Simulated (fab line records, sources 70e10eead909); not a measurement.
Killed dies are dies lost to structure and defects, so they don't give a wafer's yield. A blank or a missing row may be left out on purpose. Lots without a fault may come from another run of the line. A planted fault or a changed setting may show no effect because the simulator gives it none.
fab line records | flow nand_harc
record lots=11 wafers=33 last_day=34
route steps=1302 shown A_M1@1186 THIN_TSV@1261 END@1302
lots that met no fault: from a run of the same line without faults
start_h: hours from the record's first day to the start of the lot's first wafer shown | wait_h: hours since the lot's step before | " the same as in the row above | L1.1+2: a row that stands for several wafers | - no value, or no start given | * or withheld: withheld | < > ~ a bound
route shown NAME@n: a module of which the file shows steps, and the number in the route of the first | usual: mean/standard deviation of fault-free wafers | same: alike in all rows | chamber/n: place in a boat | sites: the reading at each site | _std_site: their standard deviation | _edge_site: outer sites' mean less inner sites' | radius_mm: how far each site lies from the wafer's centre | mask NAME#n: copy n | behind: the tool/chamber that last shaped the wafer | hold: why the lot was held/for how many hours/how that ended | device: the transistor (n, p or np) that didn't switch | end of line: the same wafers' tests at the end of the route | a step without rows: its recipe alone | killed: dies lost to structure and defects at the first sort, not the wafer's yield | map: a wafer's dies, x killed, . not, _ none there
set.NAME: the setting as run; set.NAME@STEP: as run at that earlier step | model.NAME: the simulator's own value behind a step, which no gauge read
steps of the route over a sample of lots; a table a step, a row a wafer
services: from which hour (start_h, from the record's first day; less than 0 if before it) a tool's chamber was out of use, for how many hours, and why
## steps
# step NHARC_A_M1_STRIP_18
# recipe power_w=1000 n2_flow_sccm=150 h2_flow_sccm=150 ar_flow_sccm=0 bias_w=0 chemistry=N2/H2
# usual chamber_pressure_mTorr=30.00/0.03 drypump_motor_current_A=6.1/0.42 oes_product_au=0.993/0.016 rf_vpp_V=90.8/0.95 showerhead_plenum_p_Torr=2.04/0.075 throttle_valve_pct=14.170/0.0082
# columns lot.wafer tool chamber start_h wait_h chamber_pressure_mTorr drypump_motor_current_A oes_product_au rf_hours_counter_h rf_vpp_V showerhead_plenum_p_Torr throttle_valve_pct
L846.4 rie_diel-08 3 527.34 0.1 29.97 6.6 0.992 7.5 91.1 1.90 14.172
L846.1 " 0 " " 29.99 5.6 0.970 7.9 91.4 2.00 14.173
L846.3 " 2 " " 29.98 6.5 0.998 7.3 90.3 2.08 14.179
L850.1 rie_diel-08 3 577.35 0.1 30.06 6.6 1.008 1.1 90.3 1.90 14.172
L850.2 " 1 " " 30.00 5.9 0.995 1.0 91.2 2.08 14.157
L850.6 " 3 " " 30.05 6.6 1.000 - 89.0 1.90 14.173
L852.1 rie_diel-08 1 587.27 0.1 30.01 5.9 0.991 1.9 92.1 2.08 14.174
L852.4 " 2 " " 30.00 6.5 0.984 2.2 91.2 2.08 14.177
L852.6 " 3 " " 29.99 6.6 0.999 - 89.6 1.89 14.182
L858.2 rie_diel-08 3 663.98 0.1 30.00 6.6 0.992 6.4 90.6 1.89 14.175
L858.4 " 0 " " 30.02 5.7 0.966 6.3 91.9 2.00 14.149
L858.6 " 1 " " 30.06 5.9 0.991 - 92.4 2.08 14.184
L860.3 rie_diel-08 1 667.87 0.1 29.98 5.9 0.997 6.5 91.6 2.08 14.162
L860.4 " 3 " " 30.00 6.6 1.004 6.5 89.9 1.89 14.175
L860.5 " 0 " " 30.01 5.7 0.966 - 91.8 2.00 14.164
L861.4 rie_diel-08 2 679.52 0.1 30.00 6.5 0.987 7.6 90.7 2.07 14.179
L861.1 " 3 " " 30.01 6.6 1.009 7.4 90.7 1.89 14.161
L861.6 " 2 " " 30.02 6.5 0.994 - 89.3 2.07 14.166
L862.3 rie_diel-08 0 687.90 0.1 29.98 5.7 0.960 7.2 91.1 1.99 14.173
L862.5 " 2 " " 30.05 6.5 0.989 - 90.8 2.07 14.173
L862.6 " 3 " " 30.00 6.6 1.006 - 89.6 1.89 14.182
L863.1 rie_diel-12 3 715.76 0.1 29.97 6.3 1.005 5.0 90.5 2.06 14.172
L863.6 " 1 " " 30.00 6.5 0.992 - 90.1 2.02 14.174
L863.5 " 2 " " 30.02 5.7 1.028 - 91.9 2.02 14.175
L864.3 rie_diel-08 0 719.64 0.1 29.96 5.7 0.968 8.9 90.0 1.99 14.162
L864.2 " 2 " " 30.08 6.6 0.991 9.8 90.5 2.07 14.169
L864.6 " 3 " " 30.01 6.6 1.002 - 88.9 1.89 14.156
L867.1 rie_diel-08 3 732.64 0.1 30.00 6.6 1.006 0.1 90.9 1.89 14.168
L867.3 " 0 " " 30.00 5.7 0.975 0.1 91.7 1.99 14.173
L867.6 " 2 " " 30.00 6.5 1.003 - 91.6 2.07 14.159
L868.2 rie_diel-12 1 766.81 0.1 30.01 6.5 0.969 7.5 91.1 2.02 14.181
L868.6 " 3 " " 29.96 6.3 1.015 - 89.7 2.06 14.175
L868.5 " 1 " " 29.95 6.5 0.978 - 90.2 2.02 14.175
# step NHARC_THIN_TSV_DESCUM_14
# recipe time_s=3 o2_flow_sccm=200 ar_flow_sccm=0 bias_power_w=0 chemistry=O2
# usual chamber_pressure_mTorr=60.00/0.058 drypump_motor_current_A=5.7/0.49 oes_product_au=1.005/0.013 rf_vpp_V=58.0/0.87 showerhead_plenum_p_Torr=1.93/0.077 throttle_valve_pct=11.311/0.0088
# columns lot.wafer tool chamber start_h wait_h chamber_pressure_mTorr drypump_motor_current_A oes_product_au rf_hours_counter_h rf_vpp_V showerhead_plenum_p_Torr throttle_valve_pct
L846.1 rie_diel-09 3 546.66 - 59.95 6.1 0.993 2.3 57.3 1.88 11.304
L846.4 " 1 " " 59.91 5.9 0.993 3.3 58.7 1.96 11.307
L846.3 " 2 " " 60.04 5.8 1.028 3.0 58.4 1.95 11.304
L850.2 rie_diel-09 3 596.92 - 60.01 6.1 0.999 5.7 57.7 1.88 11.307
L850.1 " 1 " " 60.02 5.9 0.988 7.2 58.4 1.96 11.318
L850.6 " 0 " " 59.89 6.0 1.001 - 57.6 2.05 11.298
L852.1 rie_diel-09 1 606.54 - 59.97 5.9 0.995 8.1 56.8 1.96 11.308
L852.4 " 2 " " 59.89 5.8 1.033 7.0 58.2 1.95 11.306
L852.6 " 0 " " 60.02 6.0 1.001 - 59.5 2.05 11.312
L858.4 rie_diel-05 1 682.60 - 60.02 5.7 1.024 3.5 57.3 1.82 11.313
L858.2 " 3 " " 59.97 6.4 1.009 4.2 57.4 2.05 11.302
L858.6 " 1 " " 60.02 5.7 1.018 - 57.3 1.82 11.304
L860.4 rie_diel-05 1 689.12 - 60.04 5.7 1.018 3.8 57.6 1.82 11.313
L860.3 " 2 " " 60.01 5.2 1.025 4.5 57.4 1.95 11.317
L860.5 " 2 " " 59.93 5.2 1.016 - 57.6 1.95 11.311
L861.4 rie_diel-05 0 699.48 - 60.03 5.0 1.008 4.6 56.8 1.90 11.308
L861.1 " 1 " " 59.96 5.6 1.026 4.4 58.0 1.82 11.312
L861.6 " 0 " " 59.91 5.0 1.017 - 57.4 1.90 11.323
L862.3 rie_diel-05 3 708.40 - 59.97 6.4 1.014 5.5 58.2 2.05 11.316
L862.6 " 0 " " 59.96 5.0 1.012 - 57.2 1.90 11.314
L862.5 " 3 " " 59.91 6.4 1.007 - 57.5 2.05 11.301
L863.1 rie_diel-05 2 736.37 - 60.06 5.2 1.014 6.9 59.1 1.95 11.329
L863.5 " 2 " " 60.01 5.2 1.001 - 58.5 1.95 11.294
L863.6 " 3 " " 59.94 6.4 1.004 - 57.2 2.05 11.296
L864.2 rie_diel-05 2 737.60 - 59.86 5.2 1.001 7.2 57.6 1.95 11.300
L864.3 " 0 " " 60.05 5.0 1.002 7.3 57.4 1.90 11.309
L864.6 " 2 " " 59.99 5.2 1.002 - 58.1 1.95 11.299
L867.1 rie_diel-03 0 756.25 - 59.95 5.1 1.014 7.4 58.2 1.90 11.320
L867.3 " 3 " " 59.89 4.8 1.002 5.7 58.3 1.86 11.301
L867.6 " 1 " " 59.99 6.1 0.975 - 58.1 1.89 11.331
L868.2 rie_diel-03 3 786.00 - 60.00 4.8 0.999 7.3 57.7 1.86 11.305
L868.5 " 2 " " 60.08 5.7 0.982 - 57.2 1.82 11.297
L868.6 " 3 " " 60.01 4.8 0.989 - 58.2 1.86 11.318
# step NHARC_THIN_TSV_ETCH_15
# recipe target_depth_a=30000 bosch_target_overetch_cycles=2 bosch_etch_step_s=2.8 bosch_dep_step_s=1.2 bosch_cycles=14
# usual drypump_motor_current_A=5.8/0.44
# columns lot.wafer tool chamber start_h wait_h drypump_motor_current_A rf_hours_counter_h
L846.4 rie_si-03 0 547.33 - 6.8 0.78
L846.3 " 1 " " 6.1 0.77
L846.1 " 2 " " 4.9 0.75
L850.2 rie_si-03 0 597.58 - 6.8 0.03
L850.1 " 1 " " 6.0 0.06
L850.6 " 0 " " 6.8 -
L852.4 rie_si-01 3 607.18 - 5.4 0.33
L852.1 " 0 " " 5.8 0.37
L852.6 " 0 " " 5.9 -
L858.4 rie_si-01 1 683.26 - 6.2 0.64
L858.2 " 2 " " 5.7 0.67
L858.6 " 0 " " 5.8 -
L860.3 rie_si-03 0 689.80 - 6.8 0.73
L860.4 " 1 " " 6.0 0.69
L860.5 " 2 " " 5.0 -
L861.4 rie_si-03 3 700.14 - 5.8 0.76
L861.1 " 2 " " 5.0 0.72
L861.6 " 3 " " 5.7 -
L862.3 rie_si-05 2 709.18 - 5.3 0.16
L862.5 " 1 " " 5.7 -
L862.6 " 2 " " 5.3 -
L863.1 rie_si-05 1 737.06 - 5.7 0.34
L863.5 " 0 " " 6.0 -
L863.6 " 1 " " 5.7 -
L864.2 rie_si-01 0 738.26 - 5.8 0.10
L864.3 " 2 " " 5.7 0.07
L864.6 " 0 " " 5.8 -
L867.3 rie_si-05 1 756.92 - 5.7 0.44
L867.1 " 2 " " 5.3 0.38
L867.6 " 0 " " 6.0 -
L868.2 rie_si-01 3 786.80 - 5.5 0.34
L868.5 " 0 " " 5.9 -
L868.6 " 1 " " 6.1 -
# step NHARC_THIN_TSV_ETCHBACK_48
# recipe target_depth_a=10285 over_etch_frac=0.3 time_s=405.17 ion_energy_ev=250 c4f8_flow_sccm=withheld ar_flow_sccm=withheld rf_w=600 bias_w=300 chemistry=C4F8/Ar
# usual chamber_pressure_mTorr=25.001/0.022 oes_product_au=0.95/0.036 rf_vpp_V=547.6/3
# columns lot.wafer tool chamber start_h wait_h chamber_pressure_mTorr oes_product_au rf_hours_counter_h rf_vpp_V
L846.3 rie_diel-05 2 548.82 - 24.991 0.92 7.7 548.8
L846.1 " 3 " " 25.021 0.91 6.9 553.0
L846.4 " 3 " " 25.034 0.93 - 552.7
L850.1 rie_diel-09 3 599.03 - 24.999 0.93 6.0 545.4
L850.2 " 1 " " 25.017 0.92 7.7 549.3
L850.6 " 2 " " 24.997 0.95 - 548.0
L852.4 rie_diel-05 3 608.64 - 24.995 1.00 0.5 552.5
L852.1 " 1 " " 25.004 1.01 0.3 543.0
L852.6 " 2 " " 25.014 1.01 - 548.6
L858.4 rie_diel-09 1 684.67 - 24.987 1.01 0.3 549.0
L858.2 " 3 " " 24.985 1.03 0.2 545.1
L858.6 " 2 " " 25.003 1.01 - 549.2
L860.3 rie_diel-03 1 691.44 0.4 24.990 0.91 1.7 545.6
L860.5 " 1 " " 24.990 0.90 - 545.7
L860.4 " 3 " " 24.955 0.91 - 545.2
L861.1 rie_diel-03 1 701.55 - 24.963 0.95 1.9 546.9
L861.4 " 3 " " 24.999 0.97 3.0 545.0
L861.6 " 2 " " 24.998 0.96 - 543.7
L862.3 rie_diel-09 0 710.66 - 25.007 0.95 2.1 553.0
L862.5 " 2 " " 25.036 0.96 - 549.7
L862.6 " 3 " " 24.980 0.96 - 545.2
L863.1 rie_diel-09 3 738.47 - 25.019 0.94 4.0 547.0
L863.6 " 3 " " 24.982 0.94 - 545.7
L863.5 " 0 " " 24.996 0.91 - 552.2
L864.2 rie_diel-05 1 739.75 - 24.973 0.93 7.3 542.6
L864.3 " 2 " " 24.973 0.93 7.7 547.6
L864.6 " 2 " " 24.964 0.94 - 548.5
L867.3 rie_diel-03 3 758.33 - 24.974 0.92 6.2 546.5
L867.1 " 0 " " 24.964 0.93 7.9 545.3
L867.6 " 0 " " 24.989 0.94 - 547.1
L868.2 rie_diel-03 2 788.33 - 25.044 0.91 4.9 544.3
L868.5 " 3 " " 25.010 0.92 - 545.4
L868.6 " 0 " " 24.990 0.94 - 547.0
# step NHARC_END_SORT_01
# recipe temp_c=25
# usual defect_limited_yield=90.7/2.7 killed_at_array=58/19 killed_at_other=1.1/1.2 killed_at_periphery=3.8/2.4 killed_dies=63/18 killed_open=3.3/1.8 killed_short=2.2/1.6
# same gross_dies=677
# columns lot.wafer tool chamber start_h wait_h defect_limited_yield[%] killed_at_array killed_at_other killed_at_periphery killed_dies killed_open killed_short
L850.1 prober-02 0 610.64 2.5 85.1 98 1 2 101 3 3
L850.2 prober-02 0 611.45 2.8 74.4 170 1 2 173 3 2
L850.6 prober-02 0 614.68 4.0 84.9 99 0 3 102 4 3
L852.1 prober-01 0 621.35 2.5 77.5 150 0 2 152 3 1
L852.4 prober-01 0 623.79 3.5 90.8 57 0 5 62 3 2
L852.6 prober-01 0 625.41 4.1 91.6 52 0 5 57 2 0
# killed by level:class
L850.1 A_SLIT:chamber_film_flake=35 A_CHANNEL_HOLE_D1:chamber_film_flake=29 A_CHANNEL_HOLE_D2:chamber_film_flake=24 A_STAIRCASE:chamber_film_flake=4 P_CONTACT:geometric_particle:short=1 A_CHANNEL_HOLE_D1:geometric_particle:short=1 A_DECK1_JOINT:geometric_particle:short=1 A_WL_FILL:geometric_particle:open=1
L850.2 A_M1:unspecified=86 A_CHANNEL_HOLE_D2:chamber_film_flake=35 A_CHANNEL_HOLE_D1:chamber_film_flake=22 A_SLIT:chamber_film_flake=16 A_STAIRCASE:chamber_film_flake=4 A_CONTACT:chamber_film_flake=2 P_CONTACT:geometric_particle:open=1 A_ONON_D1:geometric_particle:open=1
L850.6 A_CHANNEL_HOLE_D1:chamber_film_flake=35 A_CHANNEL_HOLE_D2:chamber_film_flake=27 A_SLIT:chamber_film_flake=26 A_DECK1_JOINT:chamber_film_flake=3 A_STAIRCASE:chamber_film_flake=3 P_CONTACT:geometric_particle:open=2 P_GATE:geometric_particle:short=1 A_DECK1_JOINT:geometric_particle:open=1
L852.1 A_M1:unspecified=82 A_CHANNEL_HOLE_D1:chamber_film_flake=27 A_CHANNEL_HOLE_D2:chamber_film_flake=26 A_CONTACT:chamber_film_flake=5 A_WL_FILL:chamber_film_flake=3 A_CHANNEL_FILL_D1:geometric_particle:open=1 A_CHANNEL_FILL_D2:geometric_particle:short=1 A_SLIT:geometric_particle:open=1
L852.4 A_CHANNEL_HOLE_D1:chamber_film_flake=26 A_CHANNEL_HOLE_D2:chamber_film_flake=26 P_CONTACT:geometric_particle:open=2 A_ONON_D1:geometric_particle:open=1 A_SGD_CUT:geometric_particle:short=1 A_M0:geometric_particle:short=1 P_STI:chamber_film_flake=1 P_M0:chamber_film_flake=1
L852.6 A_CHANNEL_HOLE_D2:chamber_film_flake=22 A_CHANNEL_HOLE_D1:chamber_film_flake=18 P_BONDPAD:chamber_film_flake=4 A_WL_FILL:chamber_film_flake=4 A_CONTACT:chamber_film_flake=3 A_ONON_D2:geometric_particle:open=1 A_WL_FILL:geometric_particle:open=1 P_M0:chamber_film_flake=1
## services
# columns tool chamber start_h hours kind
rie_diel-05 3 510.21 2.0 repair
rie_diel-08 - 544.80 9.0 pm
rie_diel-09 2 560.18 3.9 repair
rie_diel-09 0 562.01 16.5 repair
rie_diel-05 - 583.60 9.0 pm
rie_diel-08 - 598.89 2.6 repair
rie_diel-03 0 632.59 5.3 repair
rie_diel-03 - 635.30 9.0 pm
rie_diel-09 0 664.18 1.8 repair
rie_diel-05 3 673.86 6.8 repair
rie_diel-09 - 674.10 9.0 pm
rie_diel-09 1 688.44 11.7 repair
rie_diel-03 2 689.83 4.5 repair
rie_diel-03 2 704.33 26.0 repair
rie_diel-05 2 707.21 9.4 repair
rie_diel-03 3 707.34 3.8 repair
rie_diel-08 - 721.80 9.0 pm
rie_diel-09 2 721.89 12.6 repair
rie_diel-08 - 757.80 0.6 repair
rie_diel-05 - 760.60 9.0 pm
rie_diel-09 - 777.52 0.6 repair
rie_diel-08 3 780.26 13.4 repair
rie_diel-09 2 780.62 13.2 repair
rie_diel-08 0 781.39 4.1 repair
## key
first_sign step=NHARC_END_SORT_01 reading=defect_limited_yield direction=down sigmas=5.4 usual=90.7 struck=76.0
effect step=NHARC_END_SORT_01 reading=killed_dies direction=up sigmas=5.4 usual=63 struck=162
more_kills_born_at NHARC_A_M1_STRIP_18@rie_diel-08=168
met_at NHARC_A_M1_STRIP_18
struck_lots L850,L852
struck_wafers L850.2,L852.1
not_acting_at NHARC_THIN_TSV_DESCUM_14,NHARC_THIN_TSV_ETCH_15,NHARC_THIN_TSV_ETCHBACK_48
fault kind=chamber_particle_source tool=rie_diel-08 chamber=1 onset_h=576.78 steps=NHARC_A_M1_STRIP_18 rate_per_visit_cm2=1.2048 end_h=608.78
